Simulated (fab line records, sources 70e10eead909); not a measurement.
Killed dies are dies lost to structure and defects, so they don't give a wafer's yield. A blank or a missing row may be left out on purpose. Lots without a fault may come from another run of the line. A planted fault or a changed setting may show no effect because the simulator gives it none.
Which tool did it? | flow nand_harc | 24 lots, 72 wafers sampled, at 6 steps of a route of 1302

WHAT THE GAUGES READ, wafer by wafer
NHARC_A_BONDPAD_THK_MEAS_30: measures by ellipsometry. Usual: thk_nm 200.3 nm, standard deviation 1.6.
lot  | measured     | on            | thk_nm (nm)       | flag
L074 | day 23 01:16 | film_metro-01 | 200.1 196.0 199.2 |
L075 | day 23 20:59 | film_metro-02 | 197.6 198.6 200.5 |
L077 | day 24 09:10 | film_metro-02 | 200.0 198.3 200.6 |
L079 | day 24 08:26 | film_metro-01 | 203.2 203.5 201.5 |
L078 | day 24 13:28 | film_metro-01 | 201.3 198.1 200.8 |
L076 | day 24 14:44 | film_metro-01 | 201.3 202.4 200.1 |
L080 | day 25 16:49 | film_metro-01 | 202.3 199.9 200.0 |
L081 | day 25 22:52 | film_metro-02 | 199.5 199.7 199.7 |
L082 | day 26 03:21 | film_metro-01 | 200.8 202.2 199.7 |
L085 | day 27 20:45 | film_metro-01 | 198.6 198.4 199.6 |
L084 | day 28 05:39 | film_metro-02 | 199.1 199.3 199.7 |
L086 | day 28 08:22 | film_metro-02 | 203.2 200.1 203.1 |
L083 | day 28 12:15 | film_metro-01 | 199.2 198.3 200.7 |
L087 | day 28 17:55 | film_metro-02 | 200.7 201.3 202.1 |
L088 | day 29 04:11 | film_metro-02 | 200.9 201.4 199.6 |
L089 | day 29 05:59 | film_metro-01 | 200.3 200.0 202.6 |
L090 | day 29 18:26 | film_metro-01 | 198.0 199.9 197.4 |
L091 | day 30 07:10 | film_metro-02 | 197.3 198.3 199.2 |
L092 | day 30 14:07 | film_metro-02 | 200.3 199.4 202.5 |
L093 | day 31 04:26 | film_metro-01 | 200.5 199.6 202.4 |
L094 | day 31 11:12 | film_metro-01 | 199.3 200.3 201.4 |
L095 | day 31 15:31 | film_metro-01 | 199.4 201.5 200.9 |
L096 | day 32 00:16 | film_metro-02 | 202.3 201.2 199.1 |
L097 | day 33 07:11 | film_metro-01 | 196.3 198.4 196.6 |

WHICH TOOL RAN EACH LOT (tool, then ch and the chambers of the sampled wafers, then the start)
lot  | NHARC_A_CONTACT_ETCH_138             | NHARC_A_CONTACT_ALD_18              | NHARC_A_CONTACT_CVD_19                   | NHARC_A_M1_PRE_CLEAN_30                 | NHARC_A_M1_PVD_21
L074 | har_cap_etch-03 ch 0,1, day 22 09:07 | ald_metal-04 ch 0,1,2, day 22 11:06 | cvd_w-01 ch 1, day 23 01:16 or earlier   | pvd_sputter-02, day 23 01:16 or earlier | pvd_sputter-02, day 23 01:16 or earlier
L075 | har_cap_etch-03 ch 0,1, day 23 03:33 | ald_metal-04 ch 0,2, day 23 06:44   | cvd_w-02 ch 0,1, day 23 20:59 or earlier | pvd_sputter-01, day 23 20:59 or earlier | pvd_sputter-01, day 23 20:59 or earlier
L077 | har_cap_etch-03 ch 0,1, day 23 15:45 | ald_metal-03 ch 0,1,2, day 23 17:53 | cvd_w-02 ch 0,1, day 24 09:10 or earlier | pvd_sputter-03, day 24 09:10 or earlier | pvd_sputter-03, day 24 09:10 or earlier
L079 | har_cap_etch-01 ch 0,1, day 23 15:55 | ald_metal-04 ch 1,2,3, day 23 18:04 | cvd_w-01 ch 0,1, day 24 08:26 or earlier | pvd_sputter-01, day 24 08:26 or earlier | pvd_sputter-01, day 24 08:26 or earlier
L078 | har_cap_etch-02 ch 0,1, day 23 20:35 | ald_metal-01 ch 1,3, day 23 22:38   | cvd_w-02 ch 0,1, day 24 13:28 or earlier | pvd_sputter-01, day 24 13:28 or earlier | pvd_sputter-01, day 24 13:28 or earlier
L076 | har_cap_etch-03 ch 0,1, day 23 22:15 | ald_metal-03 ch 0,2, day 24 00:16   | cvd_w-02 ch 0,1, day 24 14:44 or earlier | pvd_sputter-03, day 24 14:44 or earlier | pvd_sputter-03, day 24 14:44 or earlier
L080 | har_cap_etch-03 ch 1, day 25 00:22   | ald_metal-01 ch 0,1, day 25 02:35   | cvd_w-01 ch 0, day 25 16:49 or earlier   | pvd_sputter-01, day 25 16:49 or earlier | pvd_sputter-01, day 25 16:49 or earlier
L081 | har_cap_etch-02 ch 0,1, day 25 06:31 | ald_metal-04 ch 2,3, day 25 08:31   | cvd_w-02 ch 0,1, day 25 22:52 or earlier | pvd_sputter-03, day 25 22:52 or earlier | pvd_sputter-03, day 25 22:52 or earlier
L082 | har_cap_etch-03 ch 0,1, day 25 10:32 | ald_metal-03 ch 1,2,3, day 25 12:40 | cvd_w-02 ch 0,1, day 26 03:21 or earlier | pvd_sputter-02, day 26 03:21 or earlier | pvd_sputter-02, day 26 03:21 or earlier
L085 | har_cap_etch-02 ch 0,1, day 27 03:11 | ald_metal-04 ch 1,2, day 27 05:10   | cvd_w-01 ch 0, day 27 20:45 or earlier   | pvd_sputter-01, day 27 20:45 or earlier | pvd_sputter-01, day 27 20:45 or earlier
L084 | har_cap_etch-02 ch 0,1, day 27 12:14 | ald_metal-03 ch 0,1, day 27 14:11   | cvd_w-01 ch 0, day 28 05:39 or earlier   | pvd_sputter-01, day 28 05:39 or earlier | pvd_sputter-01, day 28 05:39 or earlier
L086 | har_cap_etch-02 ch 0,1, day 27 15:40 | ald_metal-01 ch 0,1,2, day 27 18:01 | cvd_w-01 ch 0,1, day 28 08:22 or earlier | pvd_sputter-03, day 28 08:22 or earlier | pvd_sputter-03, day 28 08:22 or earlier
L083 | har_cap_etch-02 ch 0,1, day 27 19:16 | ald_metal-04 ch 0,1,3, day 27 21:18 | cvd_w-01 ch 0,1, day 28 12:15 or earlier | pvd_sputter-01, day 28 12:15 or earlier | pvd_sputter-01, day 28 12:15 or earlier
L087 | har_cap_etch-02 ch 0,1, day 28 01:43 | ald_metal-01 ch 0,1,3, day 28 03:43 | cvd_w-02 ch 0,1, day 28 17:55 or earlier | pvd_sputter-01, day 28 17:55 or earlier | pvd_sputter-01, day 28 17:55 or earlier
L088 | har_cap_etch-02 ch 0,1, day 28 11:29 | ald_metal-03 ch 0,2,3, day 28 13:32 | cvd_w-01 ch 0,1, day 29 04:11 or earlier | pvd_sputter-02, day 29 04:11 or earlier | pvd_sputter-02, day 29 04:11 or earlier
L089 | har_cap_etch-01 ch 0,1, day 28 12:59 | ald_metal-04 ch 0,2,3, day 28 15:02 | cvd_w-01 ch 0,1, day 29 05:59 or earlier | pvd_sputter-03, day 29 05:59 or earlier | pvd_sputter-03, day 29 05:59 or earlier
L090 | har_cap_etch-03 ch 0,1, day 29 02:10 | ald_metal-03 ch 0,2,3, day 29 04:08 | cvd_w-01 ch 0,1, day 29 18:26 or earlier | pvd_sputter-03, day 29 18:26 or earlier | pvd_sputter-03, day 29 18:26 or earlier
L091 | har_cap_etch-02 ch 0,1, day 29 15:05 | ald_metal-03 ch 0,2, day 29 17:04   | cvd_w-01 ch 1, day 30 07:10 or earlier   | pvd_sputter-01, day 30 07:10 or earlier | pvd_sputter-01, day 30 07:10 or earlier
L092 | har_cap_etch-01 ch 0, day 29 21:19   | ald_metal-01 ch 1,2, day 29 23:34   | cvd_w-01 ch 1, day 30 14:07 or earlier   | pvd_sputter-02, day 30 14:07 or earlier | pvd_sputter-02, day 30 14:07 or earlier
L093 | har_cap_etch-02 ch 0,1, day 30 12:04 | ald_metal-03 ch 0,2, day 30 14:14   | cvd_w-01 ch 0,1, day 31 04:26 or earlier | pvd_sputter-03, day 31 04:26 or earlier | pvd_sputter-03, day 31 04:26 or earlier
L094 | har_cap_etch-02 ch 0,1, day 30 19:01 | ald_metal-01 ch 2,3, day 30 21:05   | cvd_w-01 ch 0,1, day 31 11:12 or earlier | pvd_sputter-01, day 31 11:12 or earlier | pvd_sputter-01, day 31 11:12 or earlier
L095 | har_cap_etch-03 ch 0,1, day 30 23:10 | ald_metal-01 ch 0,1,2, day 31 01:23 | cvd_w-01 ch 0,1, day 31 15:31 or earlier | pvd_sputter-03, day 31 15:31 or earlier | pvd_sputter-03, day 31 15:31 or earlier
L096 | har_cap_etch-02 ch 0,1, day 31 07:16 | ald_metal-04 ch 2,3, day 31 09:41   | cvd_w-02 ch 0,1, day 32 00:16 or earlier | pvd_sputter-01, day 32 00:16 or earlier | pvd_sputter-01, day 32 00:16 or earlier
L097 | har_cap_etch-01 ch 0,1, day 32 14:58 | ald_metal-01 ch 0,1,3, day 32 17:00 | cvd_w-02 ch 0,1, day 33 07:11 or earlier | pvd_sputter-02, day 33 07:11 or earlier | pvd_sputter-02, day 33 07:11 or earlier
- NHARC_A_CONTACT_ETCH_138: etches the open film in C4F8/O2/Ar, time 311 s, target depth 1914 nm.
- NHARC_A_CONTACT_ALD_18: deposits TiN, target thk 3 nm, pulse time 1 s, ald cycles 150.
- NHARC_A_CONTACT_CVD_19: deposits W, target thk 300 nm, time 802 s.
- NHARC_A_M1_PRE_CLEAN_30: time 30 s.
- NHARC_A_M1_PVD_21: deposits Cu, target thk 30 nm, time 20.49 s.

WHAT THE TOOLS THEMSELVES READ (means of the sampled wafers that have a number; where no wafer has one, the mark that the record gives instead)
NHARC_A_CONTACT_ALD_18. Usual: heater_power_outer_w 691 W, standard deviation 85; heater_power_w 1080 W, standard deviation 160; precursor_pulse_height_rel 1.001, standard deviation 0.02.
lot  | tool         | heater_power_outer_w (W) | heater_power_w (W) | precursor_pulse_height_rel | flag
L074 | ald_metal-04 | 760                      | 1243               | 1.011                      |
L075 | ald_metal-04 | 714                      | 1194               | 1.003                      |
L077 | ald_metal-03 | 638                      | 973                | 1.000                      |
L079 | ald_metal-04 | 785                      | 1273               | 0.995                      |
L078 | ald_metal-01 | 694                      | 1037               | 0.998                      |
L076 | ald_metal-03 | 592                      | 952                | 1.016                      |
L080 | ald_metal-01 | 703                      | 1039               | 1.011                      |
L081 | ald_metal-04 | 711                      | 1156               | 1.011                      |
L082 | ald_metal-03 | 668                      | 1017               | 1.020                      |
L085 | ald_metal-04 | 843                      | 1402               | 0.990                      |
L084 | ald_metal-03 | 653                      | 965                | 1.001                      |
L086 | ald_metal-01 | 684                      | 1021               | 1.011                      |
L083 | ald_metal-04 | 740                      | 1203               | 0.996                      |
L087 | ald_metal-01 | 711                      | 1079               | 0.989                      |
L088 | ald_metal-03 | 614                      | 950                | 1.003                      |
L089 | ald_metal-04 | 700                      | 1095               | 0.985                      |
L090 | ald_metal-03 | 609                      | 947                | 0.992                      |
L091 | ald_metal-03 | 611                      | 920                | 1.005                      |
L092 | ald_metal-01 | 680                      | 994                | 1.007                      |
L093 | ald_metal-03 | 616                      | 921                | 1.005                      |
L094 | ald_metal-01 | 629                      | 997                | 0.998                      |
L095 | ald_metal-01 | 671                      | 1024               | 1.006                      |
L096 | ald_metal-04 | 721                      | 1144               | 1.002                      |
L097 | ald_metal-01 | 703                      | 1085               | 1.018                      |

NHARC_A_CONTACT_CVD_19. Usual: heater_power_outer_w 301 W, standard deviation 28; heater_power_w 518 W, standard deviation 39; throttle_valve_pct 7.83 %, standard deviation 0.28.
lot  | tool     | heater_power_outer_w (W) | heater_power_w (W) | throttle_valve_pct (%) | flag
L074 | cvd_w-01 | 266                      | 470                | 8.06                   |
L075 | cvd_w-02 | 299                      | 536                | 7.83                   |
L077 | cvd_w-02 | 288                      | 523                | 7.93                   |
L079 | cvd_w-01 | 297                      | 494                | 7.92                   |
L078 | cvd_w-02 | 297                      | 543                | 7.82                   |
L076 | cvd_w-02 | 286                      | 521                | 7.84                   |
L080 | cvd_w-01 | 340                      | 532                | 7.46                   |
L081 | cvd_w-02 | 288                      | 521                | 8.00                   |
L082 | cvd_w-02 | 297                      | 545                | 7.74                   |
L085 | cvd_w-01 | 334                      | 531                | 7.71                   |
L084 | cvd_w-01 | 329                      | 532                | 7.54                   |
L086 | cvd_w-01 | 314                      | 516                | 7.85                   |
L083 | cvd_w-01 | 296                      | 498                | 7.73                   |
L087 | cvd_w-02 | 284                      | 527                | 7.98                   |
L088 | cvd_w-01 | 309                      | 513                | 7.80                   |
L089 | cvd_w-01 | 292                      | 504                | 7.97                   |
L090 | cvd_w-01 | 292                      | 503                | 7.81                   |
L091 | cvd_w-01 | 276                      | 477                | 7.90                   |
L092 | cvd_w-01 | 273                      | 484                | 8.07                   |
L093 | cvd_w-01 | 297                      | 498                | 7.83                   |
L094 | cvd_w-01 | 290                      | 505                | 7.96                   |
L095 | cvd_w-01 | 318                      | 519                | 8.00                   |
L096 | cvd_w-02 | 284                      | 513                | 7.84                   |
L097 | cvd_w-02 | 310                      | 556                | 7.95                   |

NHARC_A_M1_PRE_CLEAN_30. Usual: heater_power_w 409 W, standard deviation 23.
lot  | tool           | heater_power_w (W) | flag
L074 | pvd_sputter-02 | 408                |
L075 | pvd_sputter-01 | 412                |
L077 | pvd_sputter-03 | 407                |
L079 | pvd_sputter-01 | 410                |
L078 | pvd_sputter-01 | 411                |
L076 | pvd_sputter-03 | 410                |
L080 | pvd_sputter-01 | 410                |
L081 | pvd_sputter-03 | 409                |
L082 | pvd_sputter-02 | 399                |
L085 | pvd_sputter-01 | 408                |
L084 | pvd_sputter-01 | 408                |
L086 | pvd_sputter-03 | 402                |
L083 | pvd_sputter-01 | 408                |
L087 | pvd_sputter-01 | 416                |
L088 | pvd_sputter-02 | 400                |
L089 | pvd_sputter-03 | 429                |
L090 | pvd_sputter-03 | 384                |
L091 | pvd_sputter-01 | 427                |
L092 | pvd_sputter-02 | 400                |
L093 | pvd_sputter-03 | 408                |
L094 | pvd_sputter-01 | 404                |
L095 | pvd_sputter-03 | 399                |
L096 | pvd_sputter-01 | 404                |
L097 | pvd_sputter-02 | 412                |

NHARC_A_M1_PVD_21. Usual: throttle_valve_pct 29.3 %, standard deviation 0.86.
lot  | tool           | throttle_valve_pct (%) | flag
L074 | pvd_sputter-02 | 30.1                   |
L075 | pvd_sputter-01 | 28.2                   |
L077 | pvd_sputter-03 | 29.6                   |
L079 | pvd_sputter-01 | 28.8                   |
L078 | pvd_sputter-01 | 28.7                   |
L076 | pvd_sputter-03 | 29.9                   |
L080 | pvd_sputter-01 | 28.7                   |
L081 | pvd_sputter-03 | 29.7                   |
L082 | pvd_sputter-02 | 30.0                   |
L085 | pvd_sputter-01 | 28.0                   |
L084 | pvd_sputter-01 | 29.2                   |
L086 | pvd_sputter-03 | 29.9                   |
L083 | pvd_sputter-01 | 28.6                   |
L087 | pvd_sputter-01 | 28.3                   |
L088 | pvd_sputter-02 | 30.3                   |
L089 | pvd_sputter-03 | 29.7                   |
L090 | pvd_sputter-03 | 29.9                   |
L091 | pvd_sputter-01 | 28.6                   |
L092 | pvd_sputter-02 | 30.2                   |
L093 | pvd_sputter-03 | 29.6                   |
L094 | pvd_sputter-01 | 28.2                   |
L095 | pvd_sputter-03 | 29.9                   |
L096 | pvd_sputter-01 | 28.9                   |
L097 | pvd_sputter-02 | 30.1                   |

THE ANSWER, worked out from the rows above alone
Rule: a lot is off if the mean of its wafers that have a number lies more than 3 standard deviations from the usual mean. A lot without any number at a reading at which 4 lots or more have one is off too. The other lots that the step has rows for count as sound. The gauges are gone through in route order, then the tools' own readings, and for those a lot's mean is taken as printed above. The first step at which some lot is off is used, and at that step the reading that is off furthest; a lot without a number counts as furthest.
No lot is off at any reading shown: from this, nothing can be told.

WHAT THE SIMULATOR HAD PUT IN
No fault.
